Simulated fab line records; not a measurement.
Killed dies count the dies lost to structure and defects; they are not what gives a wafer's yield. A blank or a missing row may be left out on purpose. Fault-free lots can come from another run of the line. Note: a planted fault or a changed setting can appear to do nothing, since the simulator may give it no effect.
A single fault, viewed from 3 desks -- flow n5 finfet -- each desk has only its own numbers; what lay behind them comes last

THE DEFECT DESK
Inspection counts along the route, by lot: the mean over sampled wafers that carry a number. Any lot whose mean is over 4 standard deviations away from the usual mean is out of limits and marked OUT; that distance is given in the brackets.
Columns: A = raw defect count at N5_BEOL_M7_INSPECT_30, usual 398
lot,first seen here,A
L815,day 9 17:12,437
L818,day 10 14:59,359
L826,day 12 20:40,426
L828,day 13 18:20,317
L813,day 14 21:52,376
L833,day 16 13:07,345
This desk's verdict: no lot among the 6 shows anything out of limits.

METROLOGY DESK
Means of the sampled wafers that have a number, per lot and without regard to the tool the lot ran on: this is what the gauges read. Any lot whose mean is over 4 standard deviations away from the usual mean is out of limits and marked OUT; that distance is given in the brackets.
Columns: A = cd nm at N5_BEOL_M7_CD_MEAS_28, usual 39.96 nm; B = V6_OVL at N5_BEOL_M7_OVL_MEAS_29, usual -0.6 nm
lot,first seen here,A,B
L815,day 9 17:07,40.02,-0.7
L818,day 10 14:54,39.82,-0.3
L826,day 12 20:34,40.05,-0.1
L828,day 13 18:14,39.77,-0.5
L813,day 14 21:46,40.05,-0.6
L833,day 16 13:02,39.94,-1.7
This desk's verdict: no lot among the 6 shows anything out of limits.

FOR THE TOOL OWNER'S DESK: rie diel-04
The tool's own readings at N5_BEOL_M7_VIA_ETCH_34 (etches SiCOH lowk in C4F6/O2, target depth 125.5 nm, time 50.5 s): means of the sampled wafers that have a number, for each lot that ran on this tool. Any lot whose mean is over 4 standard deviations away from the usual mean is out of limits and marked OUT; that distance is given in the brackets. Readings shown: 7 out of 8 (the first out of limits, and those lying furthest out on some lot).
Columns: A = drypump motor current A at N5_BEOL_M7_VIA_ETCH_34, usual 5.5 A; B = oes_f_703_au at N5_BEOL_M7_VIA_ETCH_34, usual 0.79 a.u.; C = oes_o_777_au at N5_BEOL_M7_VIA_ETCH_34, usual 0.79 a.u.; D = oes product au at N5_BEOL_M7_VIA_ETCH_34, usual 0.80 a.u.; E = rf fwd power W at N5_BEOL_M7_VIA_ETCH_34, usual 342.2 W; F = rf vpp V at N5_BEOL_M7_VIA_ETCH_34, usual 670 V; G = throttle valve pct at N5_BEOL_M7_VIA_ETCH_34, usual 21.05 %
lot,first seen here,A,B,C,D,E,F,G
L818,day 10 15:12,5.3,0.78,0.80,0.79,341.5,685,20.88
L826,day 12 20:52,5.3,0.92,0.92,0.86,370.0 (+20) OUT,658,20.90
L828,day 13 18:32,5.3,0.92,0.91,0.86,368.6 (+19) OUT,659,20.93
Finding of this desk: L826, L828 out of limits; the first was L826 at day 12 20:52, on rf fwd power W at N5_BEOL_M7_VIA_ETCH_34. Within limits: L818.

BROUGHT TOGETHER
An alarm could have come from the tool owner's desk at day 12 20:52, on L826, L828.
Nothing out of limits was seen by the defect desk.
Metrology desk: nothing out of limits seen.
The defect desk has L826, L828 on record, within its limits.
The metrology desk has L826, L828 on record, within its limits.
On rie diel-04, each named lot ran N5_BEOL_M7_VIA_ETCH_34.

WHAT THE SIMULATOR HAD INSERTED
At N5_BEOL_M7_VIA_ETCH_34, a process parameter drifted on rie diel-04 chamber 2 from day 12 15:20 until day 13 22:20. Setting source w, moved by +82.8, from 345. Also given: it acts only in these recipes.
Struck lots among those shown: L826, L828.
Hours from the fault's start to each desk's first reading out of limits: the tool owner's desk, 6.
